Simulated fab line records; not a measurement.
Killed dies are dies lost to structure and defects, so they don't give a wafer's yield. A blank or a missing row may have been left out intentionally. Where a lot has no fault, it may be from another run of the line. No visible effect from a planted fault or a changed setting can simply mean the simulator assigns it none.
Lot-split experiment / flow n5-finfet / 21 wafers read from 7 lots, route of 1938 steps

== ON THE SPLIT ==
At N5_BEOL_M0_SAQP_EXPOSE_37 (exposes mask M0 CUT1, target cd 30 nm), the setting dose-mj was moved away from the recipe's 44.75 on 9 of the 21 wafers read, by -4.6% to +4.5%. The other wafers ran this setting at the recipe's value.

== FROM THE SPLIT TO THE READING: what the file shows between them, 2 steps ==
- N5_BEOL_M0_SAQP_PEB_38: peb time 60 s
- N5_BEOL_M0_SAQP_DEVELOP_39: develop time 30 s

== THE READING ==
cd-nm (nm) at N5_BEOL_M0_SAQP_CD_MEAS_40, where the cd target is 30 nm. On this fab line, fault-free wafers typically give 30.07 nm with a standard deviation of 0.28 nm.

wafer=L074.4; tool, chamber at the split=euv-scanner-02, 0; dose-mj as run=42.68; against the recipe=-4.6%; cd-nm, nm=29.21; against lot-mates on the recipe=-0.99
wafer=L074.5; tool, chamber at the split=euv-scanner-02, 0; dose-mj as run=44.75; against the recipe=recipe; cd-nm, nm=30.20; against lot-mates on the recipe=-
wafer=L074.6; tool, chamber at the split=euv-scanner-02, 0; dose-mj as run=42.68; against the recipe=-4.6%; cd-nm, nm=29.13; against lot-mates on the recipe=-1.07
wafer=L075.2; tool, chamber at the split=euv-scanner-01, 0; dose-mj as run=44.75; against the recipe=recipe; cd-nm, nm=29.59; against lot-mates on the recipe=-
wafer=L075.3; tool, chamber at the split=euv-scanner-01, 0; dose-mj as run=44.75; against the recipe=recipe; cd-nm, nm=29.38; against lot-mates on the recipe=-
wafer=L075.4; tool, chamber at the split=euv-scanner-01, 0; dose-mj as run=44.75; against the recipe=recipe; cd-nm, nm=29.34; against lot-mates on the recipe=-
wafer=L084.3; tool, chamber at the split=euv-scanner-02, 0; dose-mj as run=44.75; against the recipe=recipe; cd-nm, nm=30.10; against lot-mates on the recipe=-
wafer=L084.5; tool, chamber at the split=euv-scanner-02, 0; dose-mj as run=44.75; against the recipe=recipe; cd-nm, nm=29.86; against lot-mates on the recipe=-
wafer=L084.6; tool, chamber at the split=euv-scanner-02, 0; dose-mj as run=44.75; against the recipe=recipe; cd-nm, nm=30.07; against lot-mates on the recipe=-
wafer=L088.1; tool, chamber at the split=euv-scanner-01, 0; dose-mj as run=44.75; against the recipe=recipe; cd-nm, nm=30.28; against lot-mates on the recipe=-
wafer=L088.3; tool, chamber at the split=euv-scanner-01, 0; dose-mj as run=46.76; against the recipe=+4.5%; cd-nm, nm=31.03; against lot-mates on the recipe=+0.72
wafer=L088.5; tool, chamber at the split=euv-scanner-01, 0; dose-mj as run=44.75; against the recipe=recipe; cd-nm, nm=30.34; against lot-mates on the recipe=-
wafer=L091.1; tool, chamber at the split=euv-scanner-01, 0; dose-mj as run=43.28; against the recipe=-3.3%; cd-nm, nm=29.09; against lot-mates on the recipe=-0.98
wafer=L091.2; tool, chamber at the split=euv-scanner-01, 0; dose-mj as run=44.75; against the recipe=recipe; cd-nm, nm=30.07; against lot-mates on the recipe=-
wafer=L091.5; tool, chamber at the split=euv-scanner-01, 0; dose-mj as run=43.28; against the recipe=-3.3%; cd-nm, nm=29.30; against lot-mates on the recipe=-0.77
wafer=L093.1; tool, chamber at the split=euv-scanner-02, 0; dose-mj as run=43.78; against the recipe=-2.2%; cd-nm, nm=29.72; against lot-mates on the recipe=no lot-mate on the recipe
wafer=L093.2; tool, chamber at the split=euv-scanner-02, 0; dose-mj as run=43.78; against the recipe=-2.2%; cd-nm, nm=29.90; against lot-mates on the recipe=no lot-mate on the recipe
wafer=L093.5; tool, chamber at the split=euv-scanner-02, 0; dose-mj as run=43.78; against the recipe=-2.2%; cd-nm, nm=29.45; against lot-mates on the recipe=no lot-mate on the recipe
wafer=L097.4; tool, chamber at the split=euv-scanner-02, 0; dose-mj as run=45.95; against the recipe=+2.7%; cd-nm, nm=30.85; against lot-mates on the recipe=+0.79
wafer=L097.5; tool, chamber at the split=euv-scanner-02, 0; dose-mj as run=44.75; against the recipe=recipe; cd-nm, nm=30.09; against lot-mates on the recipe=-
wafer=L097.6; tool, chamber at the split=euv-scanner-02, 0; dose-mj as run=44.75; against the recipe=recipe; cd-nm, nm=30.04; against lot-mates on the recipe=-

FIT RESULTS
A straight line over all 21 wafers: cd-nm changes by +0.208 nm for each +1% of dose-mj; r = +0.85; the points scatter about the line by 0.29 nm.
The same after taking each lot's own level away (the mean of its wafers on the recipe; 18 wafers): +0.223 nm for each +1%; r = +0.97; scatter 0.12 nm.
The reading moves by 1 nm for the largest change in dose-mj, on that fit.
The lots' own levels span 29.437 to 30.310 nm, that is 3.1 times the standard deviation above.
Consequently the slope shifts little with the lot-to-lot level, the two slopes agreeing.
Check: for one of the wafers moved furthest among these (-4.6%), held out of the fit, the line's prediction against its lot-mates is -1.07 nm. It came out at -0.99 nm against them.

== THESE WAFERS: OTHER SPLITS ==
Before the reading, these wafers also passed through other splits. Each is held against what the fit with the lots' levels taken away leaves over:
other split on the same wafers=N5_MOL_CONTACT_COAG_ETCHBACK_135 time-s; wafers away from the commonest value=6; r with cd-nm (lot level and that fit taken away)=+0.02
other split on the same wafers=N5_MOL_CONTACT_COAG_ETCH_47 over-etch-frac; wafers away from the commonest value=12; r with cd-nm (lot level and that fit taken away)=-0.09
other split on the same wafers=N5_BEOL_M0_SAQP_SPACER1_ALD_98 temp-c; wafers away from the commonest value=7; r with cd-nm (lot level and that fit taken away)=+0.44

== THE WHOLE CHAIN: every reading that the file lists as answering this split, in the file's order ==
step=N5_BEOL_M0_SAQP_CD_MEAS_40; what it does=target cd 30 nm; reading=cd-nm; change (the file's fit)=+0.218 nm for each +1% of the setting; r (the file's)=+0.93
step=N5_BEOL_M0_SAQP_DESCUM_45; what it does=chemistry O2, time 7 s; reading=BEOL_M0_SAQP.cd-nm (the simulator's own value, which no gauge read); change (the file's fit)=+0.223 nm for each +1% of the setting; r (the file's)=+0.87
step=N5_BEOL_M0_SAQP_ETCH_88; what it does=etches underlayer in N2/H2, target depth 6.5 nm, time 5.2 s; reading=BEOL_M0_SAQP.cd-nm (the simulator's own value, which no gauge read); change (the file's fit)=+0.263 nm for each +1% of the setting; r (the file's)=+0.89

== THE FILE'S OWN FIT ==
cd-nm changes by +0.218 nm for each +1% of dose-mj, r = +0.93.
